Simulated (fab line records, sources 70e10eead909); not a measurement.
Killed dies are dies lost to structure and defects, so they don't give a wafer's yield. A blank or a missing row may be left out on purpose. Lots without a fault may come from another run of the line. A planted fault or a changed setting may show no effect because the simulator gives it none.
Which tool did it? | flow nand_harc | 6 lots, 18 wafers sampled, at 5 steps of a route of 1302

WHAT THE GAUGES READ, wafer by wafer
NHARC_END_SORT_01.
lot  | measured     | on        | killed_at_array
L193 | day 28 06:41 | prober-01 | 292 38 261
L196 | day 29 04:04 | prober-02 | 233 36 42

WHICH TOOL RAN EACH LOT (tool, then ch and the chambers of the sampled wafers, then the start)
lot  | NHARC_A_STAIRCASE_STRIP_171          | NHARC_A_STAIRCASE_TRIM_14                     | NHARC_A_STAIRCASE_TRIM_18          | NHARC_A_STAIRCASE_ETCH_25
L193 | plasma_asher-02 ch 0,1, day 19 14:14 | rie_diel-01 ch 0,1, day 19 16:40 or earlier   | rie_diel-01 ch 0,1, day 19 16:40   | rie_diel-01 ch 0,2,3, day 28 06:41 or earlier
L196 | plasma_asher-02 ch 0,1, day 20 11:14 | rie_diel-01 ch 0,3, day 20 13:22 or earlier   | rie_diel-01 ch 1,3, day 20 13:22   | rie_diel-04 ch 1,2, day 29 04:04 or earlier
L201 | plasma_asher-02 ch 0,1, day 22 15:17 | rie_diel-01 ch 0,1,2, day 22 17:33 or earlier | rie_diel-01 ch 0,2, day 22 17:33   | rie_diel-04 ch 0,1, no start
L202 | plasma_asher-01 ch 0, day 23 14:29   | rie_diel-04 ch 0,3, day 23 16:37 or earlier   | rie_diel-04 ch 0,1,3, day 23 16:37 | rie_diel-01 ch 0,2,3, no start
L205 | plasma_asher-02 ch 0,1, day 24 19:20 | rie_diel-01 ch 0,2,3, day 25 00:01 or earlier | rie_diel-01 ch 0,1,2, day 25 00:01 | rie_diel-04 ch 0,1,2, no start
L207 | plasma_asher-02 ch 0,1, day 25 08:54 | rie_diel-04 ch 0,1,2, day 25 11:43 or earlier | rie_diel-04 ch 0,1,2, day 25 11:43 | rie_diel-01 ch 0,2, no start
- NHARC_A_STAIRCASE_STRIP_171: strips in O2.
- NHARC_A_STAIRCASE_TRIM_14: chemistry O2, time 211.2 s.
- NHARC_A_STAIRCASE_TRIM_18: chemistry O2, time 211.2 s.
- NHARC_A_STAIRCASE_ETCH_25: etches the open film in C4F8/O2, target depth 100 nm, time 40.5 s.

THE ANSWER, worked out from the rows above alone
Rule: what is usual is taken from the lots themselves. Put in order of their means at a reading, lots are off if they are a third of the lots or fewer, leave a main group of 4 or more, and stand apart from it by a gap of 3 or more times the standard deviation of the main group's means; of several such gaps the widest counts. A main group whose means are all the same, to the digits that the tables above print for the reading, isn't used. A lot without any number at a reading at which 4 lots or more have one is off too. The other lots that the step has rows for count as sound.
No lot is off at any reading shown: from this, nothing can be told.

WHAT THE SIMULATOR HAD PUT IN
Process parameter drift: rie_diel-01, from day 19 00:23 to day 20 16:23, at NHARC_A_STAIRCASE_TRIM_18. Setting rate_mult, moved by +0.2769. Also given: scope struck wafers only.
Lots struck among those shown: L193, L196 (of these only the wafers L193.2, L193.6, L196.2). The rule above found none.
